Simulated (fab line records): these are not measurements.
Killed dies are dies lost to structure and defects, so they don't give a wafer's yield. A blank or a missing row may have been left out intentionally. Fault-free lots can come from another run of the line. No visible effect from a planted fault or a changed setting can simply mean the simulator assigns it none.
A struck lot beside a sound one | flow n5-finfet | 21 out of 1938 route steps
Sound: wafers L652.3, L652.4, L652.5. Struck: wafer L663.4. (L663.3, L663.5 of the same lot were not struck and are left out.) The cause comes at the end.
Per side, at each step with rows, come the tool, then ch with its chambers, and then its first start. Under that, the readings that differ: sound wafers | struck wafers | difference of the means | sigmas: that difference in standard deviations of wafers without a fault.
alike: a reading whose means differ by less than 2 such deviations, as well as words and numbers matching on both sides. not compared: withheld readings; readings where some wafer has no value; bounds like >300 that might hide an equal value; numbers whose values overlap and for which the record gives no deviation.
Wherever a step has rows on one side only, a row that says differs or no value, or a row with sigmas, the two part there. Non-overlapping numbers with no deviation appear without sigmas and do not part them. A reading missing from all wafers of one side parts the sides only when that side holds two or more wafers.

first, 6 steps without rows for these wafers: N5_BEOL_M1_COAT_22 (resist thk 30 nm); N5_BEOL_M1_EBR_24; N5_BEOL_M1_SOFTBAKE_23 (time 60 s); N5_BEOL_M1_EXPOSE_25 (exposes mask V0, defocus 5 nm, target cd 24 nm); N5_BEOL_M1_PEB_26 (peb time 60 s); N5_BEOL_M1_DEVELOP_27 (develop time 30 s).
N5_BEOL_M1_CD_MEAS_28: target cd y 23.3 nm.
  sound on cd-sem-01 ch 0, day 6 02:23; struck on cd-sem-01 ch 0, day 9 03:45
  alike: cd-nm
N5_BEOL_M1_OVL_MEAS_29:
  sound on overlay-01 ch 0, day 6 02:25; struck on overlay-01 ch 0, day 9 03:47
  alike: V0_OVL
N5_BEOL_M1_INSPECT_30: inspects for defects (brightfield).
  sound on defect-inspect-02 at day 6 02:28; struck on defect-inspect-02 at day 9 03:50
  alike: raw-defect-count
N5_BEOL_M1_DESCUM_33: chemistry O2, time 7 s.
  sound on rie-diel-05 ch 1,3, day 6 02:32; struck on rie-diel-06 ch 1, day 9 03:52
  reading             | sound             | struck | difference | sigmas
  o2-flow-sccm (sccm) | 226.1 224.6 224.0 | 223.6  | -1.3       | -2
  alike: drypump-motor-current-A, oes-product-au, rf-vpp-V, showerhead-plenum-p-Torr, throttle-valve-pct
  not compared: rf-hours-counter-h
N5_BEOL_M1_ETCH_77: etches underlayer in N2/H2, target depth 6.5 nm, time 5.2 s.
  sound on rie-diel-05 ch 1,3, day 6 02:34; struck on rie-diel-06 ch 1, day 9 03:55
  reading                | sound             | struck | difference | sigmas
  throttle-valve-pct (%) | 18.19 18.22 17.88 | 17.68  | -0.42      | -2
  alike: drypump-motor-current-A, etch-rf-on-time-s, oes-product-au, rf-vpp-V, showerhead-plenum-p-Torr
  not compared: rf-hours-counter-h
N5_BEOL_M1_ETCH_69: etches SiARC in CF4, target depth 15.6 nm, time 26 s.
  sound on rie-diel-05 ch 1,3, day 6 02:35; struck on rie-diel-06 ch 1, day 9 03:55
  reading                | sound             | struck | difference | sigmas
  throttle-valve-pct (%) | 15.88 15.87 15.71 | 15.36  | -0.46      | -2
  alike: drypump-motor-current-A, etch-rf-on-time-s, oes-product-au, rf-vpp-V, showerhead-plenum-p-Torr
  not compared: rf-hours-counter-h
N5_BEOL_M1_ALD_98: deposits SiO2, target thk 2.5 nm, pulse time 1 s, co reactant pulse time 1 s.
  sound on ald-sin-04 ch 2,3, day 6 02:40; struck on ald-sin-04 ch 0, day 9 04:01
  reading                                  | sound             | struck | difference | sigmas
  ald-cycles                               | 17 17 17          | 11     | -6         |
  precursor-pulse-height-rel               | 0.980 0.991 0.975 | 1.030  | +0.048     | +3
  model.SiO2_of_BEOL_M1_ALD_98.thk-nm (nm) | 2.4 2.6 2.6       | 1.6    | -0.9       |
  alike: chamber-pressure-Torr, heater-power-outer-w, heater-power-w
N5_BEOL_M1_ETCHBACK_99: etches SiO2 in CHF3, target depth 5 nm, time 10.4 s.
  sound on rie-diel-02 ch 1,2,3, day 6 18:38; struck on rie-diel-06 ch 2, day 9 04:49
  alike: drypump-motor-current-A, oes-product-au, rf-vpp-V, showerhead-plenum-p-Torr, throttle-valve-pct
  not compared: rf-hours-counter-h
N5_BEOL_M1_ETCH_70: etches SOC in N2/H2, target depth 80 nm, overetch 16 nm, time 120 s.
  sound on rie-diel-02 ch 1,2,3, day 6 18:40; struck on rie-diel-06 ch 2, day 9 04:52
  alike: drypump-motor-current-A, oes-product-au, rf-vpp-V, showerhead-plenum-p-Torr, throttle-valve-pct
  not compared: rf-hours-counter-h
then, 2 steps without rows for these wafers: N5_BEOL_M1_STRIP_71 (strips in N2/H2); N5_BEOL_M1_STRIP_78 (strips in N2/H2).
N5_BEOL_M1_VIA_ETCH_34: etches the open film in C4F6/O2, target depth 67.8 nm, time 64.4 s.
  sound on rie-diel-02 ch 1,2,3, day 6 18:46; struck on rie-diel-06 ch 2, day 9 04:58
  reading                  | sound        | struck | difference | sigmas
  model.BEOL_M1.cd-nm (nm) | 18.2 18 17.8 | 19.8   | +1.8       |
  alike: drypump-motor-current-A, oes_o_777_au, oes-product-au, rf-vpp-V, showerhead-plenum-p-Torr, throttle-valve-pct
  not compared: rf-hours-counter-h
then, 1 step without rows for these wafers: N5_BEOL_M1_STRIP_83 (strips in C4F6/O2).
-- a jump in the record: the struck wafers' starts before and after are 2 days apart (it breaks off in module BEOL_M1 and resumes in module BEOL_M4, where the first step shown is number 1111 of the route) --
N5_BEOL_M4_RC_MEAS_101:
  sound on prober-01 ch 0, day 8 08:44; struck on prober-01 ch 0, day 11 05:59
  alike: DIBL_N, DIBL_P, IOFF_N, IOFF_P, ION_N, ION_P, SS_N, SS_P, VT_N, VT_P
-- here the record skips 4 days between the struck wafers' starts before and after, leaving off in module BEOL_M4 and picking up in module PASSIVATION (first step shown: number 1936 of the route) --
N5_PASSIVATION_PROBE_49:
  the record has rows for the struck wafers here (prober-02, day 15 10:49) and none for the sound ones

== WHERE THEY PART ==
Last at N5_PASSIVATION_PROBE_49 as far as this record goes, first at N5_BEOL_M1_DESCUM_33.

WHY: the cause the simulator had injected
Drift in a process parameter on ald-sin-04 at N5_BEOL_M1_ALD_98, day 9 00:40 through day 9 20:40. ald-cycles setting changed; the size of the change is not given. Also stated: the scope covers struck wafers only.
